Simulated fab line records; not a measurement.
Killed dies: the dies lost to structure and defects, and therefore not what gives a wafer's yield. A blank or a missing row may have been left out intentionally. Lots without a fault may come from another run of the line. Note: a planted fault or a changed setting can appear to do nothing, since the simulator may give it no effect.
A struck lot beside a sound one	flow n5-finfet	40 out of 1938 route steps
Sound: these wafers, L235.2, L235.4, L235.5. Struck: wafers L237.4, L237.5. (L237.2 of the same lot was not struck and is left out.) The cause comes at the end.
Each step with rows lists, per side, the tool, then ch with its chambers, then its first start. Under that, the readings that differ: sound wafers	struck wafers	difference of the means	sigmas: that difference in standard deviations of wafers without a fault.
alike: same words and numbers on both sides, and readings whose means sit less than 2 such deviations apart. not compared: any withheld reading, any reading some wafer has no value for, any bound like >300 that may hide the same value, and any number with overlapping values for which the record gives no deviation.
A row with sigmas, a row that says differs or no value, or rows on one side alone: a step with any of these is where the two part. Non-overlapping numbers with no deviation appear without sigmas and do not part them. A reading that every wafer of one side lacks parts them only if that side has two wafers or more.

first, 9 steps without rows for these wafers: N5_BEOL_M4_ANNEAL_95 (time 240 s); N5_BEOL_M4_SPUTTER_96 (material Cu, target thk 4.5 nm, time 8.29 s); N5_BEOL_M4_ECD_50 (material Cu, target thk 300 nm); N5_BEOL_M4_ANNEAL_51 (time 90 s); N5_BEOL_M4_CMP_52 (polishes, stops on SiOC, t overpolish 6.8 s, target thk 40 nm); N5_BEOL_M4_PRE_CLEAN_60 (time 15 s); N5_BEOL_M4_CO_CAP_55 (material Co, precursor CCTBA/H2, target thk 2 nm, time 102.1 s); N5_BEOL_M4_PRE_CLEAN_56 (time 15 s); N5_BEOL_M4_DEP_57 (deposits SiCN from 3MS/NH3, target thk 8 nm, time 14 s).
N5_BEOL_M4_RC_MEAS_101:
  sound on prober-01 ch 0, day 10 06:14; struck on prober-01 ch 0, day 11 21:47
reading	sound	struck	difference	sigmas
VT_P (mV)	-245 -247 -248	-255 -254	-8	-2
  alike: DIBL_N, DIBL_P, IOFF_N, IOFF_P, ION_N, ION_P, SS_N, SS_P, VT_N
then, 24 steps without rows for these wafers: N5_BEOL_M5_ILD_DEP_00 (deposits SiCOH lowk from DEMS/porogen, target thk 140.64 nm, time 25.9 s); N5_BEOL_M5_CURE_79 (cures SiCOH lowk, time 240 s); N5_BEOL_M5_PECVD_70 (deposits SiO2 from TEOS/O2, target thk 16 nm, time 18 s); N5_BEOL_M5_HM_DEP_02 (deposits TiN, target thk 20 nm); N5_BEOL_M5_COAT_59 (time 60 s, resist thk 60 nm); N5_BEOL_M5_COAT_60 (time 60 s, resist thk 12 nm); N5_BEOL_M5_COAT_71 (time 60 s, resist thk 5 nm); N5_BEOL_M5_COAT_05 (resist thk 30 nm); N5_BEOL_M5_EBR_07; N5_BEOL_M5_SOFTBAKE_06 (time 60 s); N5_BEOL_M5_EXPOSE_08 (exposes mask M5, target cd 28 nm); N5_BEOL_M5_PEB_09 (peb time 60 s); N5_BEOL_M5_DEVELOP_10 (develop time 30 s); N5_BEOL_M5_DESCUM_16 (chemistry O2, time 7 s); N5_BEOL_M5_ETCH_72 (etches underlayer in N2/H2, target depth 6.5 nm, time 5.2 s); N5_BEOL_M5_ETCH_61 (etches SiARC in CF4, target depth 15.6 nm, time 26 s); N5_BEOL_M5_ETCH_62 (etches SOC in N2/H2, target depth 75 nm, overetch 15 nm, time 112.5 s); N5_BEOL_M5_STRIP_63 (strips in N2/H2); N5_BEOL_M5_STRIP_73 (strips in N2/H2); N5_BEOL_M5_STRIP_64 (strips in CF4); N5_BEOL_M5_HM_OPEN_17 (chemistry Cl2/BCl3, target TiN, target depth 20 nm, overetch 6 nm); N5_BEOL_M5_STRIP_19 (strips in O2); N5_BEOL_M5_COAT_65 (time 60 s, resist thk 60 nm); N5_BEOL_M5_COAT_66 (time 60 s, resist thk 12 nm).
N5_BEOL_M9_ETCH_62: etches SOC in N2/H2, target depth 110 nm, overetch 22 nm, time 165 s.
  sound on rie-diel-02 ch 0,1,3, day 12 02:43; struck on rie-diel-02 ch 1,3, day 13 12:22
reading	sound	struck	difference	sigmas
model.etch.depth-nm (nm)	100.2 100.1 99.97	78.25 89.52	-16.21	
model.SiARC_of_BEOL_M9_COAT_60.thk-nm (nm)	23 24 24.2	26.2 25.6	+2.2	
model.BEOL_M9.cd-offset-nm (nm)	-0.4 -0.8 -1.2	-1.6 -1.4	-0.7	
  alike: chamber-pressure-mTorr, drypump-motor-current-A, oes-product-au, rf-vpp-V, showerhead-plenum-p-Torr, throttle-valve-pct
  not compared: rf-hours-counter-h
N5_BEOL_M9_HM_OPEN_17: chemistry Cl2/BCl3, target TiN, target depth 20 nm, overetch 6 nm.
  sound on rie-metal-03 ch 0, day 12 02:53; struck on rie-metal-01 ch 0,1, day 13 12:32
reading	sound	struck	difference	sigmas
oes_ar_750_au (a.u.)	0.59 0.59 0.59	0.90 0.85	+0.29	+4
oes-product-au (a.u.)	0.54 0.53 0.54	0.31 0.37	-0.20	-4
  alike: chamber-pressure-mTorr, drypump-motor-current-A, throttle-valve-pct
  not compared: rf-hours-counter-h, model.BEOL_M9.cd-offset-nm
N5_BEOL_M9_CD_MEAS_18: pitch 140 nm, target cd 70 nm.
  struck on cd-sem-03, day 13 12:44; sound on cd-sem-02, day 12 03:05
reading	sound	struck	difference	sigmas
cd-nm (nm)	69.5 68.8 69.1	- -	no value on the struck wafers	
N5_BEOL_M9_VIA_ETCH_34: etches SiCOH lowk in C4F6/O2, target depth 182.4 nm, time 68.4 s.
  sound on rie-diel-03 ch 0,1,3, day 12 03:41; struck on rie-diel-02 ch 2,3, day 13 13:28
reading	sound	struck	difference	sigmas
oes-product-au (a.u.)	0.75 0.74 0.83	0.27 0.27	-0.50	-7
  alike: chamber-pressure-mTorr, drypump-motor-current-A, oes_ar_750_au, rf-vpp-V, showerhead-plenum-p-Torr, throttle-valve-pct
  not compared: rf-hours-counter-h
N5_BEOL_M9_OCD_MEAS_38:
  struck on ocd-01, day 13 13:45; sound on ocd-01, day 12 03:58
  not compared: trench-depth-nm
-- here the record skips 3 days between the struck wafers' starts before and after, leaving off in module BEOL_M9 and picking up in module PASSIVATION (first step shown: number 1936 of the route) --
N5_PASSIVATION_PROBE_49:
  struck on prober-01, day 16 02:55; sound on prober-02, day 14 19:58
reading	sound	struck	difference	sigmas
defect-limited-yield (%)	91.1 92.8 90.2	0 0	-91	-61
killed_at_M4_up	11 19 16	1094 1066	+1065	+99 or more
killed-dies	105 85 116	1180 1180	+1078	+60
killed-on-rim	11 17 18	152 152	+137	+33
sort_bin_5_function (%)	5.3 4.1 5.3	96.8 95.9	+91.4	+91
sort-n-pass	1075 1095 1064	0 0	-1078	-60
sort-yield-pct (%)	91.1 92.8 90.2	0 0	-91	-61
  alike: killed_at_M0_to_M3, killed-at-contacts, killed-at-front-end, killed-at-other, killed-open, killed-short, sort_bin_6_memory, sort_bin_8_speed

== WHERE THEY PART ==
Earliest at N5_BEOL_M4_RC_MEAS_101; latest, in this record, at N5_PASSIVATION_PROBE_49.

WHY: the cause the simulator had injected
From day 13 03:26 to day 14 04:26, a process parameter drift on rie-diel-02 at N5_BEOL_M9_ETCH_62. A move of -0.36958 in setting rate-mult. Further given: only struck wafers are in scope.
